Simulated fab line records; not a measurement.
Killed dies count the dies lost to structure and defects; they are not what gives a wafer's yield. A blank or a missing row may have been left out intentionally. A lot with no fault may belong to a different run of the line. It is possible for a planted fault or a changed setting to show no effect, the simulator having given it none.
Struck lot and sound lot, side by side    flow nand harc    15 out of 1159 route steps
Sound: these wafers, L138.2, L138.3, L138.4. Wafers L146.2, L146.3, L146.5 were the ones struck. The cause is given at the end.
At each step with rows: each side's tool, then ch and its chambers, then its first start. Under that, the readings that differ: sound wafers    struck wafers    difference of the means    sigmas: that difference in standard deviations of wafers without a fault.
alike: same words and numbers on both sides, and readings whose means sit less than 2 such deviations apart. not compared: any withheld reading, any reading some wafer has no value for, any bound like >300 that may hide the same value, and any number with overlapping values for which the record gives no deviation.
A row with sigmas, a row that says differs or no value, or rows on one side alone: a step with any of these is where the two part. When numbers do not overlap yet have no deviation, they are printed without sigmas and do not part them. A reading missing from all wafers of one side parts the sides only when that side holds two or more wafers.

first, 3 steps without rows for these wafers: NHARC_P_M2_EXPOSE_06 (exposes mask P M2, target cd 170 nm); NHARC_P_M2_PEB_07 (peb time 65 s); NHARC_P_M2_DEVELOP_08 (develop time 35 s).
NHARC_P_M2_CD_MEAS_09: target cd 170 nm.
  sound on cd sem-02 ch 0, day 5 22:32; struck on cd sem-01 ch 0, day 8 03:35
  alike: cd nm
NHARC_P_M2_OVL_MEAS_10: pitch 340 nm.
  sound on overlay-02 at day 5 22:38; struck on overlay-01 at day 8 03:41
reading            sound           struck       difference  sigmas
overlay x nm (nm)  -1.0 -1.4 -1.1  0.4 0.4 0.8  +1.7        +2
  alike: overlay y nm
NHARC_P_M2_INSPECT_11:
  sound on defect inspect-02 at day 5 22:40; struck on defect inspect-01 at day 8 03:43
  alike: raw defect count
NHARC_P_M2_DESCUM_14: chemistry O2, time 3 s.
  sound on rie diel-09 ch 0,1,3, day 5 22:44; struck on rie diel-09 ch 0,1,3, day 8 03:47
  alike: drypump motor current A, oes product au, rf vpp V, showerhead plenum p Torr, throttle valve pct
  not compared: rf hours counter h
NHARC_P_M2_ETCH_35: etches the open film in N2/H2, target depth 40 nm, overetch 12 nm, time 43.94 s.
  sound on rie diel-09 ch 0,1,3, day 5 22:50; struck on rie diel-09 ch 0,1,3, day 8 03:52
  alike: bias w, drypump motor current A, h2 flow sccm, oes product au, rf vpp V, showerhead plenum p Torr, throttle valve pct
  not compared: rf hours counter h
NHARC_P_M2_ETCH_15: etches the open film in C4F8/Ar, target depth 182.5 nm, time 91.2 s.
  sound on rie diel-09 ch 0,1,3; struck on rie diel-09 ch 0,3
  alike: bias w, oes product au, rf vpp V
  not compared: rf hours counter h
NHARC_P_M2_CD_MEAS_16:
  sound on cd sem-02 at day 5 23:04; struck on cd sem-02 at day 8 04:05
  alike: cd nm
NHARC_P_M2_STRIP_18: strips in N2/H2.
  sound on rie diel-07 ch 0,2,3, day 5 23:10; struck on rie diel-09 ch 0,1,3, day 8 04:11
  alike: chamber pressure mTorr, drypump motor current A, h2 flow sccm, oes product au, rf vpp V, showerhead plenum p Torr, throttle valve pct
  not compared: rf hours counter h
then, 1 step without rows for these wafers: NHARC_P_M2_ETCH_28 (etches the open film in CF4/N2, target depth 30 nm, time 72.99 s).
NHARC_P_M2_STRIP_19: strips in post etch residue remover, time 600 s.
  sound on wet bench-10 ch 5,6,7, day 5 23:32; struck on wet bench-10 ch 1,6,7, day 8 04:32
  no value came back on the struck wafers for bath heat duty pct (%), run length s (s); on the sound wafers bath heat duty pct (%) reads 11.5 11.9 13.7
NHARC_P_M2_DEGAS_29: time 60 s.
  sound on pvd sputter-02 at day 5 23:47; struck on pvd sputter-03 at day 8 04:47
  alike: heater power w
following that, these wafers have no rows for 1 step: NHARC_END_SORT_01.

## WHERE THEY PART
Last at NHARC_P_M2_STRIP_19 as far as this record goes, first at NHARC_P_M2_OVL_MEAS_10. Later steps at which nothing parts them and some readings are alike: NHARC_P_M2_DEGAS_29.

WHY: what the simulator had put in
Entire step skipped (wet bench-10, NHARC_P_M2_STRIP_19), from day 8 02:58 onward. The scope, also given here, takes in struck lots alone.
